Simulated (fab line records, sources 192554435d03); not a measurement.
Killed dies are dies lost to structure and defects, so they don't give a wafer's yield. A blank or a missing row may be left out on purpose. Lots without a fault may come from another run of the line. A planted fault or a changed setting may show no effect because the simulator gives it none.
Split-lot experiment | flow n5_finfet | 7 lots, 21 wafers read, on a route of 1938 steps

THE SPLIT
At N5_BEOL_M1_COAT_76 (time 60 s, resist thk 5 nm), the setting spin_rpm was moved away from the recipe's 1500 rpm on 9 of the 21 wafers read, by -9.4% to +11.1%. The other wafers ran this setting at the recipe's value.

FROM THE SPLIT TO THE READING: what the file shows between them, 4 steps
- N5_BEOL_M1_COAT_22: resist thk 30 nm
- N5_BEOL_M1_EBR_24
- N5_BEOL_M1_DESCUM_33: chemistry O2, time 7 s
- N5_BEOL_M1_ETCH_77: etches underlayer in N2/H2, target depth 6.5 nm, time 5.2 s

THE READING
CAR-EUV_of_BEOL_M1_COAT_22.thk_nm (the simulator's own value, which no gauge read), in nm, at N5_BEOL_M1_ETCH_69 (etches SiARC in CF4, target depth 15.6 nm, time 26 s). The file gives no usual value for it. The 12 wafers here that ran the recipe average 11.1 nm, standard deviation 0.15 nm.

wafer  | tool, chamber at the split | spin_rpm as run, rpm | against the recipe | CAR-EUV_of_BEOL_M1_COAT_22.thk_nm, nm | against lot-mates on the recipe
L078.2 | litho_track-01, 0          | 1500                 | recipe             | 11                                    | -
L078.5 | litho_track-01, 0          | 1500                 | recipe             | 11                                    | -
L078.3 | litho_track-01, 0          | 1420                 | -5.3%              | 11                                    | +0.0
L085.1 | litho_track-03, 0          | 1593                 | +6.2%              | 11.2                                  | +0.2
L085.4 | litho_track-03, 0          | 1593                 | +6.2%              | 11.2                                  | +0.2
L085.5 | litho_track-03, 0          | 1500                 | recipe             | 11                                    | -
L086.1 | litho_track-01, 0          | 1500                 | recipe             | 11                                    | -
L086.6 | litho_track-01, 0          | 1500                 | recipe             | 11                                    | -
L086.5 | litho_track-01, 0          | 1615                 | +7.7%              | 11.4                                  | +0.4
L092.1 | litho_track-04, 0          | 1608                 | +7.2%              | 11.4                                  | +0.2
L092.4 | litho_track-04, 0          | 1608                 | +7.2%              | 11.6                                  | +0.4
L092.6 | litho_track-04, 0          | 1500                 | recipe             | 11.2                                  | -
L093.2 | litho_track-01, 0          | 1500                 | recipe             | 11.2                                  | -
L093.4 | litho_track-01, 0          | 1667                 | +11.1%             | 11.4                                  | +0.2
L093.6 | litho_track-01, 0          | 1667                 | +11.1%             | 11.4                                  | +0.2
L094.2 | litho_track-03, 0          | 1500                 | recipe             | 11.4                                  | -
L094.3 | litho_track-03, 0          | 1500                 | recipe             | 11.4                                  | -
L094.6 | litho_track-03, 0          | 1359                 | -9.4%              | 11                                    | -0.4
L096.1 | litho_track-03, 0          | 1500                 | recipe             | 11                                    | -
L096.2 | litho_track-03, 0          | 1500                 | recipe             | 11                                    | -
L096.3 | litho_track-03, 0          | 1500                 | recipe             | 11                                    | -

THE FIT
A straight line over all 21 wafers: CAR-EUV_of_BEOL_M1_COAT_22.thk_nm changes by +0.027 nm for each +1% of spin_rpm; r = +0.69; the points scatter about the line by 0.15 nm.
The same after taking each lot's own level away (the mean of its wafers on the recipe; 21 wafers): +0.0294 nm for each +1%; r = +0.87; scatter 0.085 nm.
On that fit, the largest move of spin_rpm shifts the reading by 0.33 nm.
The lots' own levels span 11.00 to 11.40 nm, that is 2.6 times the standard deviation above.
So the lot-to-lot level blurs the effect unless lot-mates are compared.
Check: with one of the wafers moved furthest among these (+11.1%) left out of the fit, the line predicts +0.37 nm for it against its lot-mates. It came out at +0.2 nm against them.

OTHER SPLITS ON THESE WAFERS
These wafers also went through other splits before the reading. Each is held against what the fit with the lots' levels taken away leaves over:
other split on the same wafers | wafers away from the commonest value | r with CAR-EUV_of_BEOL_M1_COAT_22.thk_nm (lot level and that fit taken away)
N5_BEOL_M1_COAT_73 spin_rpm    | 6                                    | -0.17
N5_BEOL_M1_ETCH_64 bias_w      | 7                                    | +0.65

THE WHOLE CHAIN: every reading that the file lists as answering this split, in the file's order
step               | what it does                                                | reading                                                                            | change (the file's fit)                | r (the file's)
N5_BEOL_M1_ETCH_77 | etches underlayer in N2/H2, target depth 6.5 nm, time 5.2 s | etch.depth_nm (the simulator's own value, which no gauge read)                     | -0.0248 nm for each +1% of the setting | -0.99
N5_BEOL_M1_ETCH_69 | etches SiARC in CF4, target depth 15.6 nm, time 26 s        | CAR-EUV_of_BEOL_M1_COAT_22.thk_nm (the simulator's own value, which no gauge read) | +0.0319 nm for each +1% of the setting | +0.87

THE FILE'S OWN FIT
CAR-EUV_of_BEOL_M1_COAT_22.thk_nm changes by +0.0319 nm for each +1% of spin_rpm, r = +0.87.
